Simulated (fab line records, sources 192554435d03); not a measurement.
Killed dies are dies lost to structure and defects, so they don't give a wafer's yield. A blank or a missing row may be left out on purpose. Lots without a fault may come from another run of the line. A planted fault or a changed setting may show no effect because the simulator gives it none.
fab line records | flow n5_finfet
record lots=6 wafers=17 last_day=17
route steps=1938 shown BEOL_M11@1596 BEOL_M12@1602 PASSIVATION@1936
lots that met no fault: from a run of the same line without faults
start_h: hours from the record's first day to the start of the lot's first wafer shown | wait_h: hours since the lot's step before | " the same as in the row above | L1.1+2: a row that stands for several wafers | - no value, or no start given | * or withheld: withheld | < > ~ a bound
route shown NAME@n: a module of which the file shows steps, and the number in the route of the first | usual: mean/standard deviation of fault-free wafers | same: alike in all rows | chamber/n: place in a boat | sites: the reading at each site | _std_site: their standard deviation | _edge_site: outer sites' mean less inner sites' | radius_mm: how far each site lies from the wafer's centre | mask NAME#n: copy n | behind: the tool/chamber that last shaped the wafer | hold: why the lot was held/for how many hours/how that ended | device: the transistor (n, p or np) that didn't switch | end of line: the same wafers' tests at the end of the route | a step without rows: its recipe alone | killed: dies lost to structure and defects at the first sort, not the wafer's yield | map: a wafer's dies, x killed, . not, _ none there
set.NAME: the setting as run; set.NAME@STEP: as run at that earlier step | model.NAME: the simulator's own value behind a step, which no gauge read
lots at some steps of the route; a table a step, a row a wafer
services: from which hour (start_h, from the record's first day; less than 0 if before it) a tool's chamber was out of use, for how many hours, and why
## steps
# step N5_BEOL_M11_CMP_52
# recipe stop_on=SiCOH_lowk t_overpolish_s=7 down_force_psi=1 platen_rpm=50 clearing_platen_down_force_psi=1.5 clearing_platen_rpm=50 post_cmp_clean=cu_alkaline target_thk_nm=140 clearing_platen_pad_velocity_m_s=0.99484 pad_velocity_m_s=0.99484
# usual barrier_field_endpoint_s=28.5/0.76 motor_current_A=5.9/0.65 overpolish_run_s=7.000/0.0088 time_to_endpoint_s=64.4/2.9
# columns lot.wafer tool chamber start_h wait_h barrier_field_endpoint_s motor_current_A overpolish_run_s time_to_endpoint_s
L925.1 cmp-01 3 283.31 0.3 28.3 6.6 7.013 63.3
L925.4 " 0 " " 28.8 6.4 6.996 63.4
L925.6 " 3 " " 29.0 6.8 6.996 65.2
L927.2 cmp-04 2 305.62 0.2 28.5 5.2 7.000 64.1
L927.1 " 3 " " 28.3 6.3 7.007 63.2
L927.5 " 2 " " 28.6 5.3 7.033 66.3
L930.4 cmp-03 0 310.37 0.2 28.5 4.9 6.999 65.9
L930.6 " 0 " " 28.5 5.1 6.997 63.9
L931.4 cmp-04 2 310.99 0.2 28.8 5.7 7.001 64.4
L931.1 " 0 " " 27.6 6.0 7.000 62.7
L931.5 " 1 " " 28.9 6.2 7.009 62.4
L936.4 cmp-04 2 344.38 0.5 29.2 5.4 7.011 65.6
L936.2 " 3 " " 28.3 6.1 6.996 65.4
L936.3 " 0 " " 29.0 6.2 6.984 61.9
L939.2 cmp-03 1 368.15 0.2 28.0 7.4 7.016 62.9
L939.3 " 3 " " 29.6 5.2 6.996 68.7
L939.5 " 0 " " 28.5 5.2 7.016 65.3
# step N5_BEOL_M11_THK_MEAS_53
# recipe thk_meas_gauge=xrf reads=Cu_of_BEOL_M11_ECD_50
# usual M11_THK=137/3.1
# columns lot.wafer tool chamber start_h wait_h M11_THK[nm]
L925.1 film_metro-02 - 283.61 - 137
L925.4 " - " " 137
L925.6 " - " " 131
L927.1 film_metro-02 - 305.91 - 139
L927.2 " - " " 135
L927.5 " - " " 133
L930.4 film_metro-02 - 310.63 - 135
L930.6 " - " " 136
L931.1 film_metro-01 - 311.25 - 139
L931.4 " - " " 140
L931.5 " - " " 134
L936.2 film_metro-02 - 344.63 - 131
L936.3 " - " " 138
L936.4 " - " " 137
L939.2 film_metro-02 - 368.41 - 132
L939.3 " - " " 142
L939.5 " - " " 138
# step N5_BEOL_M11_PRE_CLEAN_55
# recipe gas=NH3 time_s=15 temp_c=withheld rf_power_w=300
# step N5_BEOL_M11_DEP_56
# recipe material=SiCN target_thk_a=300 temp_c=withheld precursor=3MS/NH3 pressure_torr=3 rf_w=675 time_s=10.5
# usual showerhead_plenum_p_Torr=4.159/0.02 throttle_valve_pct=18.2/0.92
# columns lot.wafer tool chamber start_h wait_h showerhead_plenum_p_Torr throttle_valve_pct
L925.1 pecvd-03 1 283.67 0.0 4.197 17.6
L925.4 " 2 " " 4.154 17.3
L925.6 " 0 " " 4.152 18.4
L927.1 pecvd-02 0 305.98 0.0 4.168 20.2
L927.2 " 1 " " 4.177 17.9
L927.5 " 0 " " 4.174 20.2
L930.4 pecvd-04 0 310.70 0.0 4.166 17.6
L930.6 " 2 " " 4.144 19.3
L931.1 pecvd-04 1 311.31 0.0 4.148 17.7
L931.4 " 1 " " 4.138 17.6
L931.5 " 0 " " 4.142 17.8
L936.2 pecvd-02 1 344.70 0.0 4.168 17.9
L936.3 " 2 " " 4.154 18.2
L936.4 " 0 " " 4.156 20.1
L939.2 pecvd-04 2 368.49 0.0 4.127 19.4
L939.3 " 0 " " 4.157 17.4
L939.5 " 2 " " 4.125 19.5
# step N5_BEOL_M11_RS_MEAS_57
# recipe thk_meas_gauge=four-point-probe reads=Cu_of_BEOL_M11_ECD_50+Co_of_BEOL_M11_CVD_75+TaN_of_BEOL_M11_ALD_74
# usual M11_RS=0.151/0.0038
# columns lot.wafer tool chamber start_h wait_h M11_RS[ohm/sq]
L925.1 film_metro-01 - 283.73 0.0 0.153
L925.4 " - " " 0.151
L925.6 " - " " 0.161
L927.1 film_metro-01 - 306.04 0.0 0.149
L927.2 " - " " 0.154
L927.5 " - " " 0.156
L930.4 film_metro-01 - 310.75 0.0 0.153
L930.6 " - " " 0.152
L931.1 film_metro-01 - 311.37 0.0 0.151
L931.4 " - " " 0.149
L931.5 " - " " 0.158
L936.2 film_metro-02 - 344.76 0.0 0.156
L936.3 " - " " 0.148
L936.4 " - " " 0.147
L939.2 film_metro-02 - 368.56 0.1 0.156
L939.3 " - " " 0.145
L939.5 " - " " 0.149
# step N5_BEOL_M11_INSPECT_58
# recipe inspect_instrument=darkfield mode=post_dep
# usual raw_defect_count=73/22
# columns lot.wafer tool chamber start_h wait_h raw_defect_count
L925.1 defect_inspect-01 - 283.76 0.0 28
L925.4 " - " " 42
L925.6 " - " " 44
L927.1 defect_inspect-02 - 306.06 0.0 66
L927.2 " - " " 60
L927.5 " - " " 65
L930.4 defect_inspect-01 - 310.78 0.0 125
L930.6 " - " " 95
L931.1 defect_inspect-01 - 311.40 0.0 90
L931.4 " - " " 115
L931.5 " - " " 68
L936.2 defect_inspect-02 - 344.79 0.0 41
L936.3 " - " " 59
L936.4 " - " " 39
L939.2 defect_inspect-02 - 368.59 0.0 76
L939.3 " - " " 59
L939.5 " - " " 79
# step N5_BEOL_M12_ILD_DEP_00
# recipe material=SiOC target_thk_a=6589.2 temp_c=350 precursor=DEMS/O2 pressure_torr=5 rf_w=500 time_s=130.7
# usual heater_power_w=466/55 showerhead_plenum_p_Torr=5.696/0.016 throttle_valve_pct=12.0/0.7
# columns lot.wafer tool chamber start_h wait_h heater_power_w showerhead_plenum_p_Torr throttle_valve_pct
L925.1 pecvd-01 1 283.79 0.0 459 5.720 13.2
L925.4 " 0 " " 532 5.712 11.8
L925.6 " 1 " " 472 5.713 13.3
L927.1 pecvd-03 2 306.10 0.0 487 5.683 11.5
L927.2 " 0 " " 550 5.696 12.0
L927.5 " 0 " " 432 5.681 12.2
L930.4 pecvd-01 2 310.86 0.1 438 5.699 11.5
L930.6 " 1 " " 472 5.713 13.3
L931.1 pecvd-03 2 311.43 0.0 531 5.689 11.0
L931.4 " 0 " " 532 5.696 12.1
L931.5 " 1 " " 515 5.724 11.7
L936.2 pecvd-01 2 344.82 0.0 469 5.694 11.6
L936.3 " 2 " " 490 5.700 11.6
L936.4 " 1 " " 425 5.703 13.2
L939.2 pecvd-03 1 368.63 0.0 430 5.710 11.6
L939.3 " 2 " " 488 5.687 11.2
L939.5 " 1 " " 466 5.711 12.0
# step N5_BEOL_M12_THK_MEAS_01
# recipe reads=SiOC_of_BEOL_M12_ILD_DEP_00
# usual M12_ILD_THK=659/8.5
# columns lot.wafer tool chamber start_h wait_h M12_ILD_THK[nm]
L925.1 film_metro-02 - 283.92 0.1 651
L925.4 " - " " 656
L925.6 " - " " 662
L927.1 film_metro-01 - 306.23 0.1 663
L927.2 " - " " 657
L927.5 " - " " 673
L930.4 film_metro-01 - 310.95 0.0 674
L930.6 " - " " 676
L931.1 film_metro-01 - 311.57 0.1 659
L931.4 " - " " 665
L931.5 " - " " 676
L936.2 film_metro-02 - 345.00 0.1 650
L936.3 " - " " 662
L936.4 " - " " 659
L939.2 film_metro-02 - 368.76 0.1 653
L939.3 " - " " 648
L939.5 " - " " 658
# step N5_BEOL_M12_COAT_58
# recipe resist=BARC temp_c=205 time_s=60 spin_rpm=1500 resist_thk_nm=89
# step N5_BEOL_M12_COAT_04
# recipe spin_rpm=1625 resist_thk_nm=400
# step N5_BEOL_M12_EBR_06
# recipe solvent=PGMEA ebr_width_mm=1.5
# step N5_BEOL_M12_SOFTBAKE_05
# recipe temp_c=130 time_s=60
# step N5_BEOL_M12_EXPOSE_07
# recipe mask_id=V11 na=0.93 source_shape=conventional sigma_outer=0.6 polarization=unpolarized attpsm_phase_deg=180 dose_mj=32.5
# usual exposure_dose_mJ_cm2=32.46/0.034 reticle_temp_C=23.00/0.11
# columns lot.wafer tool chamber start_h wait_h mask exposure_dose_mJ_cm2 reticle_temp_C
L925.1 krf_scanner-01 0 284.06 - V11#0 32.44 22.97
L925.4 " 0 " " V11#0 32.48 22.98
L925.6 " 0 " " V11#0 32.44 23.17
L927.1 krf_scanner-01 0 306.49 - V11#0 32.53 22.81
L927.2 " 0 " " V11#0 32.44 23.12
L927.5 " 0 " " V11#0 32.50 22.76
L930.4 krf_scanner-01 0 311.09 - V11#0 32.40 23.03
L930.6 " 0 " " V11#0 32.43 23.07
L931.1 krf_scanner-01 0 311.70 - V11#0 34.61 22.94
L931.4 " 0 " " V11#0 34.60 23.02
L931.5 " 0 " " V11#0 34.57 22.92
L936.2 krf_scanner-01 0 345.26 - V11#0 34.16 23.09
L936.3 " 0 " " V11#0 34.15 22.96
L936.4 " 0 " " V11#0 34.11 23.01
L939.2 krf_scanner-02 0 368.89 - V11#0 32.49 23.14
L939.3 " 0 " " V11#0 32.50 23.05
L939.5 " 0 " " V11#0 32.49 23.01
# step N5_BEOL_M12_PEB_08
# recipe peb_temp_c=130 peb_time_s=90
# step N5_BEOL_M12_DEVELOP_09
# recipe develop_time_s=45 rinse_liquid=diw dry=air_spin dev_temp_c=21
# step N5_BEOL_M12_HARDBAKE_14
# recipe temp_c=130 time_s=120
# step N5_BEOL_M12_CD_MEAS_10
# recipe target_cd_nm=140 landing_energy_ev=500 detector=se_inlens polarity=opening
# usual cd_nm=140.3/2
# columns lot.wafer tool chamber start_h wait_h cd_nm
L925.1 cd_sem-03 0 284.23 - 140.9
L925.4 " 0 " " 140.1
L925.6 " 0 " " 142.4
L927.1 cd_sem-01 0 306.66 - 140.2
L927.2 " 0 " " 141.4
L927.5 " 0 " " 142.0
L930.4 cd_sem-03 0 311.25 - 140.8
L930.6 " 0 " " 138.7
L931.1 cd_sem-03 0 311.87 - 144.1
L931.4 " 0 " " 145.6
L931.5 " 0 " " 146.0
L936.2 cd_sem-01 0 345.43 - 149.0
L936.3 " 0 " " 149.5
L936.4 " 0 " " 145.7
L939.2 cd_sem-03 0 369.06 - 143.9
L939.3 " 0 " " 146.5
L939.5 " 0 " " 144.4
# step N5_BEOL_M12_OVL_MEAS_11
# recipe points_per_wafer=44
# usual V11_OVL=0/4.9
# columns lot.wafer tool chamber start_h wait_h V11_OVL[nm]
L925.1 overlay-01 0 284.26 0.0 2
L925.4 " 0 " " -11
L925.6 " 0 " " -6
L927.1 overlay-02 0 306.69 0.0 0
L927.2 " 0 " " -5
L927.5 " 0 " " 5
L930.4 overlay-02 0 311.28 0.0 -3
L930.6 " 0 " " -6
L931.1 overlay-02 0 311.90 0.0 -10
L931.4 " 0 " " 3
L931.5 " 0 " " -6
L936.2 overlay-01 0 345.46 0.0 -12
L936.3 " 0 " " -3
L936.4 " 0 " " -12
L939.2 overlay-01 0 369.09 0.0 6
L939.3 " 0 " " 2
L939.5 " 0 " " 10
# step N5_PASSIVATION_PROBE_49
# usual defect_limited_yield=91.7/1.7 killed_at_M0_to_M3=34/10 killed_at_M4_up=13/5.1 killed_at_contacts=12/6.2 killed_at_front_end=36/12 killed_at_other=3.2/2.6 killed_dies=98/20 killed_open=65/13 killed_short=32/8.4 sort_bin_5_function=4.8/1.1 sort_bin_6_memory=3.2/0.74 sort_n_pass=1082/20 sort_yield_pct=91.7/1.7
# same gross_dies=1180 killed_at_back_side=0 sort_bin_4_leakage[%]=0 sort_bin_8_speed[%]=0
# columns lot.wafer tool chamber start_h wait_h defect_limited_yield[%] killed_at_M0_to_M3 killed_at_M4_up killed_at_contacts killed_at_front_end killed_at_other killed_dies killed_open killed_short sort_bin_5_function[%] sort_bin_6_memory[%] sort_n_pass sort_yield_pct[%]
L925.1 prober-01 - 319.96 0.0 92.0 26 12 7 47 2 94 64 30 3.7 4.2 1086 92.0
L925.6 prober-01 - 320.21 0.3 92.5 29 8 6 44 2 89 61 28 4.6 2.7 1091 92.5
L936.2 prober-02 - 381.95 0.1 90.1 52 14 14 35 2 117 80 36 5.8 4.0 1063 90.1
L936.3 prober-02 - 382.00 0.1 92.7 40 13 7 23 3 86 57 29 3.4 3.2 1094 92.7
L936.4 prober-02 - 382.05 0.2 93.1 23 18 10 30 1 82 55 25 4.2 2.6 1098 93.1
# killed by level:class
L925.1 FIN_SAQP:geometric_particle:open=15 BEOL_M4:geometric_particle:open=9 FIN_SAQP:geometric_particle:short=7 BEOL_M2:geometric_particle:open=7 STI_FIN_REVEAL:geometric_particle:open=6 DUMMY_GATE:geometric_particle:open=6 BEOL_M1:geometric_particle:open=6 BEOL_M3:geometric_particle:open=5
L925.6 STI_FIN_REVEAL:geometric_particle:open=10 BEOL_M3:geometric_particle:open=10 FIN_SAQP:geometric_particle:short=9 BEOL_M1:geometric_particle:open=9 FIN_SAQP:geometric_particle:open=8 MOL_CONTACT_COAG:geometric_particle:open=6 BEOL_M2:geometric_particle:open=4 SPACER0:geometric_particle:short=3
L936.2 BEOL_M0_SAQP:geometric_particle:open=19 BEOL_M0_SAQP:geometric_particle:short=12 MOL_CONTACT_COAG:geometric_particle:open=11 BEOL_M2:geometric_particle:open=11 FIN_SAQP:geometric_particle:open=7 STI_FIN_REVEAL:geometric_particle:open=6 FIN_SAQP:geometric_particle:short=5 BEOL_M1:geometric_particle:open=5
L936.3 BEOL_M2:geometric_particle:open=12 BEOL_M0_SAQP:geometric_particle:short=9 MOL_CONTACT_COAG:geometric_particle:open=7 BEOL_M0_SAQP:geometric_particle:open=6 BEOL_M4:geometric_particle:short=6 BEOL_M1:geometric_particle:open=5 STI_FIN_REVEAL:geometric_particle:open=4 GATE_CUT:geometric_particle:short=4
L936.4 MOL_CONTACT_COAG:geometric_particle:open=8 FIN_SAQP:geometric_particle:short=6 BEOL_M0_SAQP:geometric_particle:short=6 DUMMY_GATE:geometric_particle:open=5 STI_FIN_REVEAL:geometric_particle:open=5 BEOL_M2:geometric_particle:open=5 BEOL_M4:geometric_particle:open=5 FIN_SAQP:geometric_particle:open=4
## services
# columns tool chamber start_h hours kind
krf_scanner-01 - 277.89 2.3 repair
krf_scanner-01 - 287.82 0.5 repair
cmp-04 - 293.47 3.0 repair
cmp-04 - 297.69 3.6 repair
krf_scanner-02 - 305.95 1.0 pm
cmp-03 - 310.81 1.6 repair
krf_scanner-02 - 311.12 4.7 repair
krf_scanner-02 - 315.87 1.3 pm
cmp-03 - 316.38 4.0 pm
pecvd-02 2 317.65 2.1 scheduled_down
krf_scanner-02 - 318.24 1.7 repair
krf_scanner-01 - 325.95 0.8 pm
cmp-04 - 326.54 7.1 pm
pecvd-01 - 329.86 1.7 repair
cmp-04 - 336.19 2.5 repair
pecvd-01 0 340.59 5.5 scheduled_down
krf_scanner-01 0 340.70 - calibration
krf_scanner-02 - 340.88 0.4 repair
pecvd-04 1 341.19 4.1 repair
cmp-03 - 343.22 4.0 pm
krf_scanner-02 - 345.35 0.2 repair
cmp-04 - 348.12 2.1 repair
krf_scanner-01 - 356.37 3.5 repair
cmp-03 - 362.01 5.8 pm
## key
first_sign step=N5_BEOL_M12_EXPOSE_07 reading=exposure_dose_mJ_cm2 direction=up sigmas=55 usual=32.46 struck=34.37
effect step=N5_BEOL_M12_CD_MEAS_10 reading=cd_nm direction=up sigmas=3.2 usual=140.3 struck=146.7 through=control_loop
met_at N5_BEOL_M12_EXPOSE_07
struck_wafers L931.1,L931.4,L931.5,L936.2,L936.3,L936.4
loop_trim step=N5_BEOL_M12_EXPOSE_07 setting=dose lots=L936
onset_between 311.09 311.70
fault kind=process_parameter_drift tool=krf_scanner-01 chamber=- onset_h=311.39 steps=N5_BEOL_M12_EXPOSE_07 channel=dose_mj offset=2.0754 shape=step acts_in=these_recipes_only stated=32.5
# loop_trim: a control loop set the setting to another value than it would have without faults
